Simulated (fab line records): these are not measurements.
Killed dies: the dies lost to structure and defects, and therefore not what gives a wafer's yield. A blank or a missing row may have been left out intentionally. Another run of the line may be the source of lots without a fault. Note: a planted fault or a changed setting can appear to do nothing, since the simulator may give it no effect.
fab line records + flow n5Finfet
record
- lots=4
- wafers=12
- lastDay=18
route steps=1938 shown BEOL_M0_SAQP@693 BEOL_M0_CUTY@701 BEOL_M0@715 BEOL_M4@1111 PASSIVATION@1936
lots that met no fault: from a run of the same line without faults
startH: the number of hours between the record's first day and the start of the first shown wafer of the lot + waitH: hours elapsed since this lot's preceding step + " repeats the value in the row above + L1.1+2: a single row standing in for several wafers + - no value, or no start was given + * or withheld: withheld + < > ~ a bound
route shown NAME@n: names a module that has steps shown in the file, with the first one's number in the route + usual: average and standard deviation across the fault-free wafers + same: alike in all rows + chamber/n: place in a boat + sites: the reading at each site + _std_site: standard deviation of those values + _edge_site: outer sites' mean less inner sites' + radiusMm: for every site, how far away it sits from the centre of the wafer + mask NAME#n: copy n + behind: the tool/chamber that last shaped the wafer + hold: the reason the lot was held/the length of the hold in hours/how it ended + device: names the non-switching transistor (n, p or np) + end of line: tests of these same wafers at the route's end + for a step that has no rows: nothing shown but its recipe + killed: dies lost to structure and defects at the first sort, not the wafer's yield + map: the dies of a wafer, with x for killed, . for not killed, _ for no die there
set.NAME: the run value of the setting; set.NAME@STEP: its run value at that earlier step + model.NAME: the simulator's own value behind a step, which no gauge read
a table for each step, a row for each wafer; lots at some steps of the route
services: a tool's chamber out of use, with start hour (startH, from the record's first day; less than 0 if before it), hours out, and reason
## steps
# step N5_BEOL_M0_SAQP_ETCH_88
# recipe
- chemistry=N2/H2
- target=underlayer
- targetDepthA=65
- timeS=5.2
- ionEnergyEv=200
- maskMaterial=CAR-EUV
- pressureMtorr=30
- sourceW=840
- biasW=150
- n2FlowSccm=200
- h2FlowSccm=200
- ends=cleared
# step N5_BEOL_M0_SAQP_ETCH_73
# recipe
- chemistry=CF4
- target=SiARC
- targetDepthA=195
- maskMaterial=CAR-EUV
- timeS=32.5
- ionEnergyEv=80
- pressureMtorr=40
- sourceW=545
- biasW=36
- Ar_flow_sccm=100
- cf4FlowSccm=100
- ends=cleared
# step N5_BEOL_M0_SAQP_CUT_ETCH_46
# recipe
- chemistry=N2/H2
- target=SOC
- targetDepthA=1350
- overetchA=270
- tempC=40
- timeS=202.5
- ionEnergyEv=200
- maskMaterial=SiARC
- pressureMtorr=30
- sourceW=840
- biasW=150
- n2FlowSccm=200
- h2FlowSccm=200
# step N5_BEOL_M0_SAQP_STRIP_74
# recipe
- chemistry=N2/H2
- tempC=40
- n2FlowSccm=200
- h2FlowSccm=200
- rfFrequencyHz=6e+07
# step N5_BEOL_M0_SAQP_STRIP_89
# recipe
- chemistry=N2/H2
- tempC=40
- n2FlowSccm=200
- h2FlowSccm=200
- rfFrequencyHz=6e+07
# step N5_BEOL_M0_SAQP_ALD_48
# recipe
- material=SiO2
- targetThkA=200
- tempC=100
- aldPrecursorFamily=BDEAS
- aldCoReactant=O2-plasma
- pulseTimeS=1
- coReactantPulseTimeS=1
- purgeTimeS=2
- coReactantPurgeTimeS=2
- aldCycles=139
- pressureTorr=2
# step N5_BEOL_M0_SAQP_ETCH_49
# recipe
- chemistry=CF4/O2
- targetDepthA=370
- target=SiO2
- pressureMtorr=40
- sourceW=535
- biasW=49
- Ar_flow_sccm=100
- cf4FlowSccm=100
- O2_flow_sccm=10
- ionEnergyEv=100
# step N5_BEOL_M0_SAQP_STRIP_75
# recipe
- chemistry=CF4
- resist=SiARC
- powerW=300
- biasPowerW=75
- pressureMtorr=50
- cf4FlowSccm=150
- rfFrequencyHz=6e+07
# step N5_BEOL_M0_CUTY_COAT_50
# recipe
- resist=SiARC
- tempC=220
- timeS=60
- spinRpm=1500
- resistThkNm=15
# step N5_BEOL_M0_CUTY_COAT_51
# recipe
- resist=CAR-ArF-block
- spinRpm=1500
- resistThkNm=150
# step N5_BEOL_M0_CUTY_EBR_52
# recipe
- solvent=PGMEA
- ebrWidthMm=1.5
# step N5_BEOL_M0_CUTY_SOFTBAKE_53
# recipe
- tempC=110
- timeS=60
- resist=CAR-ArF-block
# step N5_BEOL_M0_CUTY_EXPOSE_54
# recipe
- maskId=M0_ABLK
- na=1.35
- sourceShape=conventional
- sigmaOuter=0.8
- polarization=unpolarized
- doseMj=36
# usual
- exposureDoseMJCm2=35.99/0.046
| lot.wafer | tool           | chamber | startH | waitH | mask      | exposureDoseMJCm2 |
|-----------|----------------|---------|--------|-------|-----------|-------------------|
| L448.1    | arfiScanner-01 | 0       | 167.38 | -     | M0_ABLK#0 | 35.98             |
| L448.3    | "              | 0       | "      | "     | M0_ABLK#0 | 36.03             |
| L448.4    | "              | 0       | "      | "     | M0_ABLK#0 | 35.95             |
| L456.4    | arfiScanner-01 | 0       | 210.85 | -     | M0_ABLK#0 | 36.00             |
| L456.5    | "              | 0       | "      | "     | M0_ABLK#0 | 35.93             |
| L456.6    | "              | 0       | "      | "     | M0_ABLK#0 | 36.00             |
| L458.1    | arfiScanner-01 | 0       | 221.31 | -     | M0_ABLK#0 | 35.97             |
| L458.3    | "              | 0       | "      | "     | M0_ABLK#0 | 35.97             |
| L458.6    | "              | 0       | "      | "     | M0_ABLK#0 | 36.00             |
| L463.2    | arfiScanner-02 | 0       | 259.20 | -     | M0_ABLK#0 | 36.01             |
| L463.3    | "              | 0       | "      | "     | M0_ABLK#0 | 36.02             |
| L463.6    | "              | 0       | "      | "     | M0_ABLK#0 | 36.02             |
# step N5_BEOL_M0_CUTY_PEB_55
# recipe
- pebTempC=110
- pebTimeS=60
- resist=CAR-ArF-block
# step N5_BEOL_M0_CUTY_DEVELOP_56
# recipe
- developTimeS=30
- developer=TMAH
- resist=CAR-ArF-block
- rinseLiquid=diw
- dry=airSpin
- devTempC=23
# step N5_BEOL_M0_CUTY_CD_MEAS_57
# recipe
- targetCdNm=200
- landingEnergyEv=500
- detector=seInlens
- polarity=line
# usual
- cdNm=200.3/1.1
| lot.wafer | tool     | chamber | startH | waitH | cdNm  |
|-----------|----------|---------|--------|-------|-------|
| L448.1    | cdSem-01 | 0       | 167.51 | -     | 200.3 |
| L448.3    | "        | 0       | "      | "     | 201.0 |
| L448.4    | "        | 0       | "      | "     | 200.2 |
| L456.4    | cdSem-03 | 0       | 210.96 | -     | 201.8 |
| L456.5    | "        | 0       | "      | "     | 155.6 |
| L456.6    | "        | 0       | "      | "     | 200.4 |
| L458.1    | cdSem-01 | 0       | 221.43 | -     | 155.2 |
| L458.3    | "        | 0       | "      | "     | 201.7 |
| L458.6    | "        | 0       | "      | "     | 202.1 |
| L463.2    | cdSem-02 | 0       | 259.32 | -     | 199.8 |
| L463.3    | "        | 0       | "      | "     | 199.8 |
| L463.6    | "        | 0       | "      | "     | 198.2 |
# step N5_BEOL_M0_CUTY_DESCUM_61
# recipe
- chemistry=O2
- timeS=7.9
- sourcePowerW=50
- biasPowerW=20
- pressureMtorr=20
- rfFrequencyHz=2.712e+07
- tempC=40
- resist=CAR-ArF-block
- o2FlowSccm=225
# step N5_BEOL_M0_CUTY_ETCH_62
# recipe
- chemistry=CF4
- target=SiARC
- maskMaterial=CAR-ArF-block
- timeS=58.5
- ionEnergyEv=80
- pressureMtorr=40
- sourceW=545
- biasW=36
- Ar_flow_sccm=100
- cf4FlowSccm=100
- ends=cleared
# step N5_BEOL_M0_CUTY_ETCH_63
# recipe
- chemistry=N2/H2
- target=SOC
- targetDepthA=827
- overetchA=165
- maskMaterial=SiARC
- tempC=40
- ionEnergyEv=200
- timeS=124
- pressureMtorr=30
- sourceW=840
- biasW=150
- n2FlowSccm=200
- h2FlowSccm=200
# step N5_BEOL_M0_CUTY_STRIP_64
# recipe
- chemistry=N2/H2
- tempC=40
- n2FlowSccm=200
- h2FlowSccm=200
- rfFrequencyHz=6e+07
# step N5_BEOL_M0_ETCH_138
# recipe
- chemistry=CH3F/O2
- targetDepthA=120
- target=SiCN
- timeS=31.6
- ionEnergyEv=120
- pressureMtorr=30
- sourceW=395
- biasW=75
- Ar_flow_sccm=150
- CH3F_flow_sccm=30
- O2_flow_sccm=20
- ends=cleared
# step N5_BEOL_M0_HM_OPEN_105
# recipe
- chemistry=Cl2/BCl3
- targetDepthA=120
- target=TiN
- ionEnergyEv=150
- pressureMtorr=10
- icpW=1000
- biasW=126
- Cl2_flow_sccm=53.25
- bcl3FlowSccm=21.75
- Ar_flow_sccm=25
# step N5_BEOL_M0_STRIP_140
# recipe
- chemistry=CF4
- resist=SiARC
- powerW=300
- biasPowerW=75
- pressureMtorr=50
- cf4FlowSccm=150
- rfFrequencyHz=6e+07
# step N5_BEOL_M0_STRIP_104
# recipe
- chemistry=N2/H2
- powerW=450
- tempC=40
- pressureMtorr=20
- rfFrequencyHz=6e+07
- overashFraction=0.3
- biasPowerW=7
- h2Frac=0.5
- n2FlowSccm=200
- h2FlowSccm=200
# step N5_BEOL_M0_WET_ETCH_106
# recipe
- chemistry=DHF
- dilution=10:1
- tempC=25
- target=SiO2
- targetDepthA=1300
- dry=ipaMarangoni
- rinseTimeS=30
- rinseTempC=23
# step N5_BEOL_M0_ETCH_128
# recipe
- chemistry=CF4/N2
- targetDepthA=120
- overetchA=51
- target=SiCN
- timeS=21.4
- ionEnergyEv=150
- pressureMtorr=40
- sourceW=430
- biasW=70
- Ar_flow_sccm=100
- cf4FlowSccm=60
- n2FlowSccm=60
# step N5_BEOL_M0_TRENCH_ETCH_107
# recipe
- chemistry=C4F6/O2
- targetDepthA=328
- target=SiOC
- timeS=16.4
- ionEnergyEv=250
- pressureMtorr=30
- sourceW=355
- biasW=185
- Ar_flow_sccm=300
- C4F6_flow_sccm=10
- O2_flow_sccm=10
# step N5_BEOL_M0_STRIP_142
# recipe
- chemistry=N2/H2
- timeS=10
- powerW=450
- tempC=40
- pressureMtorr=20
- rfFrequencyHz=6e+07
- biasPowerW=7
- n2FlowSccm=200
- h2FlowSccm=200
# step N5_BEOL_M0_HM_STRIP_129
# recipe
- chemistry=peroxideTinStrip
- material=TiN
- targetDepthA=170
- tempC=50
- timeS=108
# step N5_BEOL_M0_SRD_130
# recipe
- timeS=30
- tempC=23
- rinseLiquid=diw
- dry=ipaMarangoni
# step N5_BEOL_M0_ETCH_109
# recipe
- chemistry=CH3F/O2
- targetDepthA=80
- overetchA=24
- target=SiCN
- timeS=27.4
- ionEnergyEv=120
- pressureMtorr=30
- sourceW=395
- biasW=75
- Ar_flow_sccm=150
- CH3F_flow_sccm=30
- O2_flow_sccm=20
# step N5_BEOL_M0_STRIP_139
# recipe
- chemistry=postEtchResidueRemover
- timeS=60
- tempC=25
- removerPh=withheld
- removerWaterWtPct=withheld
- removerFluorideWtPct=withheld
# step N5_BEOL_M0_SRD_111
# recipe
- timeS=30
- tempC=23
- rinseLiquid=diw
- dry=ipaMarangoni
# step N5_BEOL_M0_DEGAS_112
# recipe
- ambient=vacuum
- tempC=250
- timeS=60
# step N5_BEOL_M0_PRE_CLEAN_113
# recipe
- gas=H2/He
- timeS=30
- tempC=250
# step N5_BEOL_M0_ALD_136
# recipe
- material=TaN
- targetThkA=*
- tempC=275
- aldPrecursorFamily=PDMAT
- aldCoReactant=NH3
- pressureTorr=3
- carrierFlowSccm=1500
- pulseTimeS=2
- purgeTimeS=3
- coReactantPurgeTimeS=2
- coReactantPulseTimeS=3
- aldCycles=30
- precursorVesselTempC=75
- precursorVesselPressureTorr=26.25
- precursorVesselCarrierSccm=1000
# step N5_BEOL_M0_SURFACE_TREAT_137
# recipe
- gas=Ar
- timeS=*
- ionEnergyEv=*
- ionCurrentMaCm2=0.5
- pressureMtorr=*
- arFlowSccm=30
# step N5_BEOL_M0_CVD_115
# recipe
- material=Co
- targetThkA=*
- tempC=withheld
- precursor=CCTBA/H2
- pressureTorr=30
- timeS=120
# step N5_BEOL_M0_SPUTTER_116
# recipe
- material=Cu
- targetThkA=40
- tempC=-20
- chamberPressurePa=0.07
- powerW=withheld
- timeS=7.37
# step N5_BEOL_M4_RC_MEAS_101
# usual
- DIBL_N=36.5/2
- DIBL_P=36.5/2.3
- IOFF_N=0.16/0.036
- IOFF_P=0.21/0.037
- ION_N=672/12
- ION_P=459/7.1
- SS_N=71.6/0.73
- SS_P=73.4/0.76
- VT_N=250/3.3
- VT_P=-250.5/2.9
| lot.wafer | tool      | chamber | startH | waitH | DIBL_N[mV/V] | DIBL_P[mV/V] | IOFF_N[nA/um] | IOFF_P[nA/um] | ION_N[uA/um] | ION_P[uA/um] | SS_N[mV/dec] | SS_P[mV/dec] | VT_N[mV] | VT_P[mV] |
|-----------|-----------|---------|--------|-------|--------------|--------------|---------------|---------------|--------------|--------------|--------------|--------------|----------|----------|
| L448.1    | prober-01 | 0       | 226.88 | 0.0   | 35.7         | 34.9         | 0.14          | 0.17          | 661          | 450          | 70.6         | 73.3         | 253      | -253.3   |
| L448.3    | "         | 0       | "      | "     | 35.6         | 35.4         | 0.13          | 0.17          | 656          | 451          | 70.5         | 73.1         | 253      | -254.8   |
| L448.4    | "         | 0       | "      | "     | 38.8         | 37.9         | 0.21          | 0.23          | 682          | 464          | 72.0         | 74.3         | 246      | -250.4   |
| L456.4    | prober-02 | 0       | 263.16 | 0.5   | 38.0         | 36.4         | 0.15          | 0.22          | 680          | 462          | 71.2         | 72.7         | 253      | -250.4   |
| L456.6    | "         | 0       | "      | "     | 37.3         | 35.8         | 0.14          | 0.21          | 660          | 457          | 71.6         | 72.7         | 251      | -249.5   |
| L458.3    | prober-02 | 0       | 274.44 | 0.3   | 37.1         | 35.2         | 0.15          | 0.22          | 654          | 449          | 71.9         | 72.9         | 255      | -250.1   |
| L458.6    | "         | 0       | "      | "     | 36.9         | 36.0         | 0.16          | 0.24          | 681          | 473          | 71.1         | 73.3         | 250      | -245.5   |
| L463.2    | prober-01 | 0       | 332.22 | 0.2   | 41.1         | 42.9         | 0.27          | 0.25          | 704          | 461          | 72.7         | 75.0         | 245      | -252.2   |
| L463.3    | "         | 0       | "      | "     | 35.5         | 37.8         | 0.14          | 0.19          | 664          | 454          | 71.2         | 73.7         | 253      | -253.2   |
| L463.6    | "         | 0       | "      | "     | 36.7         | 38.2         | 0.16          | 0.19          | 677          | 455          | 71.6         | 74.5         | 251      | -254.5   |
# step N5_PASSIVATION_PROBE_49
# usual
- defectLimitedYield=91.4/1.4
- killed_at_M0_to_M3=33/11
- killed_at_M4_up=13/5.3
- killedAtContacts=13/6.1
- killedAtFrontEnd=40/11
- killedAtOther=2.9/2.7
- killedDies=102/17
- killedOnRim=14/4.2
- killedOpen=68/13
- killedShort=32/7.5
- sort_bin_4_leakage=0.00/0.022
- sort_bin_5_function=5.1/0.98
- sort_bin_6_memory=3.2/0.69
- sortNPass=1077/21
- sortYieldPct=91.3/1.7
# same
- grossDies=1180
- killedAtBackSide=0
- sort_bin_8_speed[%]=0
| lot.wafer | tool      | chamber | startH | waitH | defectLimitedYield[%] | killed_at_M0_to_M3 | killed_at_M4_up | killedAtContacts | killedAtFrontEnd | killedAtOther | killedDies | killedOnRim | killedOpen | killedShort | sort_bin_4_leakage[%] | sort_bin_5_function[%] | sort_bin_6_memory[%] | sortNPass | sortYieldPct[%] |
|-----------|-----------|---------|--------|-------|-----------------------|--------------------|-----------------|------------------|------------------|---------------|------------|-------------|------------|-------------|-----------------------|------------------------|----------------------|-----------|-----------------|
| L448.1    | prober-02 | -       | 350.59 | 0.0   | 91.0                  | 33                 | 15              | 15               | 41               | 2             | 106        | 19          | 73         | 32          | 0                     | 5.4                    | 3.4                  | 1074      | 91.0            |
| L448.3    | prober-02 | -       | 350.69 | 0.1   | 89.4                  | 56                 | 12              | 13               | 44               | 0             | 125        | 16          | 71         | 49          | 0                     | 6.7                    | 3.3                  | 1055      | 89.4            |
| L448.4    | prober-02 | -       | 350.74 | 0.2   | 90.4                  | 47                 | 8               | 11               | 42               | 5             | 113        | 14          | 75         | 38          | 0                     | 5.7                    | 3.5                  | 1067      | 90.4            |
| L456.4    | prober-02 | -       | 383.46 | 0.2   | 90.9                  | 53                 | 10              | 12               | 31               | 1             | 107        | 14          | 78         | 29          | 0                     | 5.2                    | 3.7                  | 1073      | 90.9            |
| L456.5    | prober-02 | -       | 383.51 | 0.2   | 5.4                   | 1037               | 26              | 10               | 43               | 0             | 1116       | 152         | 82         | 30          | 0                     | 91.1                   | 3.3                  | 64        | 5.4             |
| L456.6    | prober-02 | -       | 383.56 | 0.3   | 93.0                  | 34                 | 7               | 16               | 26               | 0             | 83         | 7           | 58         | 23          | 0                     | 3.5                    | 3.2                  | 1097      | 93.0            |
| L458.1    | prober-02 | -       | 395.48 | 0.0   | 4.7                   | 1027               | 15              | 23               | 59               | 1             | 1125       | 152         | 77         | 53          | 0                     | 91.3                   | 3.7                  | 55        | 4.7             |
# killed by level:class
L448.1 STI_FIN_REVEAL:geometricParticle:open=13 BEOL_M1:geometricParticle:open=11 MOL_CONTACT_COAG:geometricParticle:open=10 BEOL_M4:geometricParticle:open=10 BEOL_M3:geometricParticle:open=8 FIN_SAQP:geometricParticle:short=6 FIN_SAQP:geometricParticle:open=5 GATE_CUT:geometricParticle:short=5
L448.3 STI_FIN_REVEAL:geometricParticle:open=13 BEOL_M0_SAQP:geometricParticle:short=11 MOL_CONTACT_COAG:geometricParticle:open=10 BEOL_M3:geometricParticle:open=10 BEOL_M2:geometricParticle:open=8 BEOL_M1:geometricParticle:open=7 FIN_SAQP:geometricParticle:open=6 BEOL_M4:geometricParticle:open=6
L448.4 BEOL_M1:geometricParticle:open=18 STI_FIN_REVEAL:geometricParticle:open=14 FIN_SAQP:geometricParticle:short=12 BEOL_M0_SAQP:geometricParticle:short=8 BEOL_M3:geometricParticle:open=8 MOL_CONTACT_COAG:geometricParticle:open=7 BEOL_M0_SAQP:geometricParticle:open=7 FIN_SAQP:geometricParticle:open=5
L456.4 BEOL_M3:geometricParticle:open=12 MOL_CONTACT_COAG:geometricParticle:open=11 BEOL_M0_SAQP:geometricParticle:open=11 FIN_SAQP:geometricParticle:open=10 FIN_SAQP:geometricParticle:short=9 BEOL_M0:geometricParticle:open=9 BEOL_M1:geometricParticle:open=8 BEOL_M0_SAQP:geometricParticle:short=7
L456.5 BEOL_M0_CUTY:areaExpose=1002 STI_FIN_REVEAL:geometricParticle:open=15 BEOL_M4:geometricParticle:open=15 FIN_SAQP:geometricParticle:open=8 BEOL_M1:geometricParticle:open=8 BEOL_M3:geometricParticle:open=8 BEOL_M0_SAQP:geometricParticle:short=7 MOL_CONTACT_COAG:geometricParticle:open=6
L456.6 STI_FIN_REVEAL:geometricParticle:open=9 BEOL_M1:geometricParticle:open=8 MOL_CONTACT_COAG:geometricParticle:open=8 BEOL_M0:geometricParticle:open=8 MOL_CONTACT_COAG:geometricParticle:short=6 BEOL_M2:geometricParticle:open=5 FIN_SAQP:geometricParticle:open=4 FIN_SAQP:geometricParticle:short=4
L458.1 BEOL_M0_CUTY:areaExpose=994 FIN_SAQP:geometricParticle:short=15 MOL_CONTACT_COAG:geometricParticle:open=13 BEOL_M0_SAQP:geometricParticle:short=11 GATE_CUT:geometricParticle:short=10 MOL_CONTACT_COAG:geometricParticle:short=9 BEOL_M4:geometricParticle:open=9 BEOL_M0_SAQP:geometricParticle:open=8
# map L456.5 (x killed, . not)
_________________xxxxxxxxxxxx________________
______________xxxxxxxxxxxxxxxxxx_____________
___________xxxxxxxxxxxxxxxxxxxxxxxx__________
__________xxxxxxxxxxxxxxxxxxxxxxxxxx_________
________xxxxxxxxxxxxxxxxxxxxxxxxxxxxxx_______
_______xxxxxxxxxxxxxx.xxxxxxxxxxxxxxxxx______
______xxxxxxxxxxxxxxxxxxxxxxxxxxxxxxxxxx_____
_____xxxxxxxxxxxxxxxxxxxxxxxxxxxxxxxxxxxx____
____xxxxxxxxxxxxxxxxxxxxxxxx.xxxxxxxxxxxxx___
___xxxxxxxxxxxxx.x.xxxxxxxxxxxxxxxxxxxxxxxx__
___xxxxxxxxxxxx.xxxxx.x.xx.xxxxxxxxxxxxxxxx__
__xxxxxxxxxxxxxxxx.x.xxxx.xxxxxxxxxxxxxxxxxx_
__xxxxxxxxxxxxxx.xxxx.x.xx..xxx.xxxxxxxxxxxx_
_xxxxxxxxxxxxxxxxxx.xxxx.x.x.xxxxxxxxxxxxxxxx
_xxxxxxxxxxxxxxxxx.xxxxxx.xx..xxxxxxxxxxxxxxx
_xxxxxxxxxxxxxxx.xx.xxxxxxx.xxxxxxxxxxxxxxxxx
_xxxxxxxxxxx.xxxxx.xxxxxxxxxxxxxxx.xxxxxxxxxx
_xxxxxxxxxxxxxxxxxx.xxxxx.xxxxxx.x.xxxxxxxxxx
_xxxxxxxxxxxxxxxxx.xx.xxxxx.xxxxxxxxxxxxxxxxx
_xxxxxxxxxxxx.xx.xx...xxxx.xxxxxxxxxx.xxxxxxx
_xxxxxxxxxxxxxxxxxxxxxxx.xxxxxxxxxxxxxxxxxxxx
__xxxxxxxxxxxxxxx.xxxx.xxxxxxxxxxxxxxxxxxxxx_
__xxxxxxxxxxxxxx.x.xxxx..xxxx.xxxxxxxxxxxxxx_
___xxxxxxxxxxxxxx.xxxxxx.xxxx.xx.xxxxxxxxxx__
___xxxxxxxxxxxxxxxxx.xx..xxxxxxxxxx.xxxxxxx__
____xxxxxxxxxxxxxxxxxxx.xxxxxxxxxxxxxxxxxx___
_____xxxxxxxxxxxxxxxxxxxxxxx.xxxxxxxxxxxx____
______xxxxxxxxxxxxxxxxxxxxxxxxxxxxxxxxxx_____
_______xxxxxxx.xxxxxxxxxxxxxxxxxxxxxxxx______
________xxxxxxxxxxxxxxxxxxxxxxxxxxxxxx_______
__________xxxxxxxxxxxxxxxxxxxxxxxxxx_________
___________xxxxxxxxxxxxxxxxxxxxxxxx__________
______________xxxxxxxxxxxxxxxxxx_____________
_________________xxxxxxxxxxxx________________
# map L458.1 (x killed, . not)
_________________xxxxxxxxxxxx________________
______________xxxxxxxxxxxxxxxxxx_____________
___________xxxxxxxxxxxxxxxxxxxxxxxx__________
__________xxxxxxxxxxxxxxxxxxxxxxxxxx_________
________xxxxxxxxxxxxxxxxxxxxxxxxxxxxxx_______
_______xxxxxxxxxxxxxxxxxxxxxxxxxxxxxxxx______
______xxxxxxxxxxxxxxxxxxxxxxxxxxxxxxxxxx_____
_____xxxxxxxxxxxxxxxxxxxxxxxxxxxxxxxxxxxx____
____xxxxxxxxxxxxxxxxxxxxxxxxxx.xxxxxxxxxxx___
___xxxxxxxxxxxxxxxx.xxxxxxxxxxxxxxxxxxxxxxx__
___xxxxxxxxxxxxxxxx..xxxxxxxxxxxxxxxxxxxxxx__
__xxxxxxxxxxxxxxxxxxxxxxxxx.xxx.xxxxxxxxxxxx_
__xxxxxxxxxxxxxxx.xxx..x.xx.xxxxxxxxxxxxxxxx_
_xxxxxxxxxxxxx.xxxx.xxxxxx.xxxx.xxxxxxxxxxxxx
_xxxxxxxxxxxxxx.x...xxxxxxxxxxxxxxxxxxxxxxxxx
_xxxxxxxxxxxxxx..xxx..xx..xxxxxxxxxxxxxxxxxxx
_xxxxxxxxxxxxx.xxx.xxxxxxxx.xxxxxxxxxxxxxxxxx
_xxxxxxxxxxxxxxxxxxx.xxx.xxxxxxxxxxxxxxxxxxxx
_xxxxxxx.xxxxxxxx.xx.x.xxxx.xxxxxxxxxxxxxxxxx
_xxxxxxxxxxxx.xxxxxx.xxx.xxxxx.xxxxxxxxxxxxxx
_xxxxxxxxxxxxxxx.xxxxxxxx.x.xxxxxxxxxxxxxxxxx
__xxxxxxxxxx..xxxx.xxxxxxxxxx.xx.xxxxxxxxxxx_
__xxxxxxxxxx.xxxxxx..xxxxxxxx.xxx.xxxxxxxxxx_
___xxxxxxxxxxxxxxxxxxxxxx.xxxxxxxxxxxxxxxxx__
___xxxxxxxxxxxxxxxxx.xxxxxxxxxxxxxxxxxxxxxx__
____xxxxxxxxxxxxxxxxxxxxxxxxxxxxxxxxxxxxxx___
_____xxxxxxxxxxxxxxxxxxxxxxxxxxxxxxxxxxxx____
______xxxxxxxxxxxxxxxxxxxxxxxxxxxxxxxxxx_____
_______xxxxxxxxxxxxxxxxxxxxxxxxxxxxxxxx______
________xxxxxxxxxxxxxxxxxx.xxxxxxxxxxx_______
__________xxxxxxxxxxxxxxxxxxxxxxxxxx_________
___________xxxxxxxxxxxxxxxxxxxxxxxx__________
______________xxxxxxxxxxxxxxxxxx_____________
_________________xxxxxxxxxxxx________________
## services
| tool           | chamber | startH | hours | kind        |
|----------------|---------|--------|-------|-------------|
| arfiScanner-01 | 0       | 155.70 | -     | calibration |
| arfiScanner-01 | -       | 159.79 | 1.3   | pm          |
| arfiScanner-02 | -       | 169.76 | 1.3   | pm          |
| arfiScanner-01 | -       | 174.94 | 1.0   | pm          |
| arfiScanner-02 | -       | 185.47 | 0.5   | repair      |
| arfiScanner-01 | -       | 195.88 | 0.8   | pm          |
| arfiScanner-02 | -       | 210.15 | 1.0   | pm          |
| arfiScanner-02 | -       | 211.15 | 1.0   | pm          |
| arfiScanner-02 | -       | 213.17 | 0.9   | repair      |
| arfiScanner-02 | 0       | 258.84 | -     | calibration |
## key
firstSign
- step=N5_BEOL_M0_CUTY_CD_MEAS_57
- reading=cdNm
- direction=down
- sigmas=41
- usual=200.3
- struck=155.4
effect
- step=N5_PASSIVATION_PROBE_49
- reading=killed_at_M0_to_M3
- direction=up
- sigmas=93
- usual=33
- struck=1032
moreKillsBornAt
- N5_BEOL_M0_CUTY_EXPOSE_54@arfiScanner-01=1996
metAt N5_BEOL_M0_CUTY_EXPOSE_54
struckWafers L456.5,L458.1
laterRowsLeftOut L456.5,L458.1
onsetBetween 167.38 210.85
fault
- kind=processParameterDrift
- tool=arfiScanner-01
- chamber=-
- onsetH=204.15
- steps=N5_BEOL_M0_CUTY_EXPOSE_54
- channel=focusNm
- offset=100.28
- shape=step
- endH=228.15
- scope=struckWafersOnly
# laterRowsLeftOut: the simulator's readings of these wafers behind a module that went badly wrong aren't trusted and aren't shown, but for the sort
